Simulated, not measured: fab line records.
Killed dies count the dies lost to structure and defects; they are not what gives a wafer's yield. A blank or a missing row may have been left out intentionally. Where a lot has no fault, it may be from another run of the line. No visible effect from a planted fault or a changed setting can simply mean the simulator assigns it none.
Struck lot and sound lot, side by side -- flow n5 finfet -- 36 steps out of a route of 1938
Sound: the wafers L334.1, L334.2, L334.6. Struck: wafers L340.3, L340.5, L340.6. The cause comes at the end.
For every step that has rows: the tool of each side, followed by ch and its chambers, followed by its first start. Under that, the readings that differ: sound wafers -- struck wafers -- difference of the means -- sigmas: that difference in standard deviations of wafers without a fault.
alike: a reading whose means differ by less than 2 such deviations, as well as words and numbers matching on both sides. not compared: withheld readings; readings where some wafer has no value; bounds like >300 that might hide an equal value; numbers whose values overlap and for which the record gives no deviation.
Wherever a step has rows on one side only, a row that says differs or no value, or a row with sigmas, the two part there. When numbers do not overlap yet have no deviation, they are printed without sigmas and do not part them. A reading that every wafer of one side lacks parts them only if that side has two wafers or more.

first, 8 steps without rows for these wafers: N5_BEOL_M2_ECD_50 (material Cu, target thk 300 nm); N5_BEOL_M2_ANNEAL_51 (time 90 s); N5_BEOL_M2_CMP_52 (polishes, stops on SiOC, t overpolish 6.8 s, target thk 40 nm); N5_BEOL_M2_PRE_CLEAN_60 (time 15 s); N5_BEOL_M2_CO_CAP_55 (material Co, precursor CCTBA/H2, target thk 2 nm, time 102.1 s); N5_BEOL_M2_PRE_CLEAN_56 (time 15 s); N5_BEOL_M2_DEP_57 (deposits SiCN from 3MS/NH3, target thk 8 nm, time 14 s); N5_BEOL_M3_ILD_DEP_00 (deposits SiOC from DEMS/O2, target thk 79 nm, time 15.3 s).
N5_BEOL_M3_PECVD_72: deposits SiO2 from TEOS/O2, target thk 16 nm, time 18 s.
  sound on pecvd-02 ch 1,2, day 8 18:14; struck on pecvd-02 ch 0,1, day 10 07:22
  no value came back on the struck wafers for any of 5 readings (chamber pressure Torr (Torr), heater power outer w (W) and others); on the sound wafers chamber pressure Torr (Torr) reads 5.513 5.525 5.489
then, 25 steps without rows for these wafers: N5_BEOL_M3_HM_DEP_02 (deposits TiN, target thk 20 nm); N5_BEOL_M3_COAT_61 (time 60 s, resist thk 60 nm); N5_BEOL_M3_COAT_62 (time 60 s, resist thk 12 nm); N5_BEOL_M3_COAT_73 (time 60 s, resist thk 5 nm); N5_BEOL_M3_COAT_05 (resist thk 30 nm); N5_BEOL_M3_EBR_07; N5_BEOL_M3_SOFTBAKE_06 (time 60 s); N5_BEOL_M3_EXPOSE_08 (exposes mask M3); N5_BEOL_M3_PEB_09 (peb time 60 s); N5_BEOL_M3_DEVELOP_10 (develop time 30 s); N5_BEOL_M3_DESCUM_16 (chemistry O2, time 7 s); N5_BEOL_M3_ETCH_74 (etches underlayer in N2/H2, target depth 6.5 nm, time 5.2 s); N5_BEOL_M3_ETCH_63 (etches SiARC in CF4, target depth 15.6 nm, time 26 s); N5_BEOL_M3_ETCH_64 (etches SOC in N2/H2, target depth 75 nm, overetch 15 nm, time 112.5 s); N5_BEOL_M3_STRIP_65 (strips in N2/H2); N5_BEOL_M3_STRIP_75 (strips in N2/H2); N5_BEOL_M3_STRIP_66 (strips in CF4); N5_BEOL_M3_HM_OPEN_17 (chemistry Cl2/BCl3, target TiN, target depth 20 nm, overetch 6 nm); N5_BEOL_M3_STRIP_19 (strips in O2); N5_BEOL_M3_COAT_67 (time 60 s, resist thk 60 nm); N5_BEOL_M3_COAT_68 (time 60 s, resist thk 12 nm); N5_BEOL_M3_COAT_76 (time 60 s, resist thk 5 nm); N5_BEOL_M3_COAT_22 (resist thk 30 nm); N5_BEOL_M3_EBR_24; N5_BEOL_M3_SOFTBAKE_23 (time 60 s).
N5_BEOL_M4_RC_MEAS_101:
  sound on prober-02 ch 0, day 9 10:55; struck on prober-02 ch 0, day 11 04:13
  alike: DIBL_N, DIBL_P, IOFF_N, IOFF_P, ION_N, ION_P, SS_N, SS_P, VT_N, VT_P
-- a jump in the record: the struck wafers' starts before and after are 4 days apart (it breaks off in module BEOL_M4 and resumes in module PASSIVATION, where the first step shown is number 1936 of the route) --
N5_PASSIVATION_PROBE_49:
  struck on prober-02, day 15 15:31; sound on prober-02, day 13 09:46
reading,sound,struck,difference,sigmas
defect limited yield (%),92.2 91.6 93.4,65.3 65.0 65.0,-27.3,-18
killed_at_M0_to_M3,32 29 23,356 363 343,+326,+30
killed dies,92 99 78,410 413 413,+322,+18
killed on rim,10 16 8,124 109 28,+76,+19
sort_bin_5_function (%),4.3 4.7 3.7,32.1 31.9 30.9,+27.4,+27
sort n pass,1088 1081 1102,770 767 767,-322,-18
sort yield pct (%),92.2 91.6 93.4,65.3 65.0 65.0,-27.3,-18
  alike: killed_at_M4_up, killed at contacts, killed at front end, killed at other, killed open, killed short, sort_bin_6_memory, sort_bin_8_speed

WHERE THEY PART
At N5_BEOL_M3_PECVD_72 first; at N5_PASSIVATION_PROBE_49 last (within this record only).

WHY: whatever the simulator had introduced
Beginning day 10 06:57, the whole step at N5_BEOL_M3_PECVD_72 was skipped on pecvd-02. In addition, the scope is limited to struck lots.
